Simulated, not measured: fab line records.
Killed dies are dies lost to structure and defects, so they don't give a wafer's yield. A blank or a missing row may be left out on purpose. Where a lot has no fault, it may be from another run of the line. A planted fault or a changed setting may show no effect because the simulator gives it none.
Which tool did it?	flow n5_finfet	24 lots with 72 wafers sampled at 2 steps, on a route of 1938 steps

WHAT EACH GAUGE READ, for each wafer
N5_BEOL_M1_THK_MEAS_53: measures by xrf.
lot	measured	on	M1_THK (nm)
L074	day 6 07:01	film_metro-01	41.0 43.9 44.1
L075	day 6 11:02	film_metro-01	39.8 40.1 38.7
L076	day 6 23:26	film_metro-02	39.6 39.2 41.0
L077	day 7 14:32	film_metro-01	39.6 41.0 42.4
L078	day 7 18:04	film_metro-01	42.4 42.6 44.0
L079	day 8 06:35	film_metro-01	39.9 39.0 43.4
L080	day 8 13:00	film_metro-02	40.7 39.9 43.9
L081	day 8 14:53	film_metro-01	40.3 42.2 41.6
L083	day 8 16:43	film_metro-02	42.7 42.1 40.3
L082	day 8 18:07	film_metro-01	41.8 42.6 42.0
L084	day 9 12:56	film_metro-02	41.2 39.3 42.0
L085	day 9 13:01	film_metro-01	38.4 39.1 40.4
L086	day 9 13:17	film_metro-02	40.6 40.8 40.7
L088	day 9 20:50	film_metro-01	39.1 43.0 40.7
L087	day 10 01:14	film_metro-02	41.7 39.1 41.9
L089	day 10 04:49	film_metro-01	39.5 42.0 41.5
L090	day 10 19:06	film_metro-02	41.0 41.1 42.4
L091	day 10 20:46	film_metro-01	37.4 40.6 39.3
L092	day 11 11:02	film_metro-02	38.0 39.8 36.5
L093	day 11 13:19	film_metro-02	41.9 40.3 39.1
L094	day 11 18:49	film_metro-01	40.1 38.8 39.6
L097	day 12 06:49	film_metro-01	39.7 37.0 40.6
L095	day 12 06:58	film_metro-02	36.8 41.1 40.3
L096	day 12 07:58	film_metro-02	38.1 41.4 40.9

N5_BEOL_M2_INSPECT_13: inspects for defects (brightfield).
lot	measured	on	raw_defect_count
L074	day 6 09:31	defect_inspect-01	466 424 416
L075	day 6 12:39	defect_inspect-02	328 308 425
L076	day 7 00:25	defect_inspect-02	465 412 398
L077	day 7 15:43	defect_inspect-02	594 546 429
L078	day 7 19:14	defect_inspect-02	380 402 390
L079	day 8 07:50	defect_inspect-01	369 386 354
L080	day 8 15:08	defect_inspect-01	218 252 457
L081	day 8 17:10	defect_inspect-02	585 528 492
L083	day 8 18:28	defect_inspect-01	348 312 173
L082	day 8 19:13	defect_inspect-01	397 274 353
L084	day 9 14:23	defect_inspect-02	571 442 435
L085	day 9 14:50	defect_inspect-02	450 419 526
L086	day 9 14:53	defect_inspect-02	321 257 272
L088	day 9 22:20	defect_inspect-02	396 354 440
L087	day 10 04:19	defect_inspect-01	429 450 386
L089	day 10 07:28	defect_inspect-01	499 313 321
L090	day 10 20:47	defect_inspect-01	239 317 323
L091	day 10 23:50	defect_inspect-02	408 377 319
L092	day 11 12:46	defect_inspect-01	516 468 399
L093	day 11 15:08	defect_inspect-01	429 367 342
L094	day 11 20:43	defect_inspect-01	316 453 333
L097	day 12 08:20	defect_inspect-01	446 462 376
L095	day 12 08:45	defect_inspect-01	333 548 467
L096	day 12 10:05	defect_inspect-01	492 461 797

WHAT TOOL EACH LOT RAN ON (gives the tool, then ch and the chambers of the sampled wafers, and finally the start)
Record: no process step prior to these readings.

WHAT THE TOOLS THEMSELVES READ (means of the sampled wafers that have a number; where no wafer has one, the mark that the record gives instead)
The record holds no such reading with a usual standard deviation.

THE ANSWER, worked out from the rows above alone
Rule: the usual values come from the lots themselves. The widest of any qualifying gaps counts: lots, ordered by their means at a reading, are off when they make up no more than a third of the lots, leave a main group of 4 or more, and stand apart from it by 3 or more times the standard deviation of that group's means. Not used: any main group whose means are identical at the precision the tables above print for the reading. Also off: a lot with no number at a reading for which 4 or more lots have one. Any other lot the step has rows for is counted as sound. Order of review: gauges by route order, followed by the tools' own readings, for which a lot's mean as printed above is used. At the first step where some lot is off, the reading lying furthest off is the one used; lots without a number count as furthest.
None of the lots is off at any reading shown; this tells nothing.

WHAT WAS PUT IN BY THE SIMULATOR
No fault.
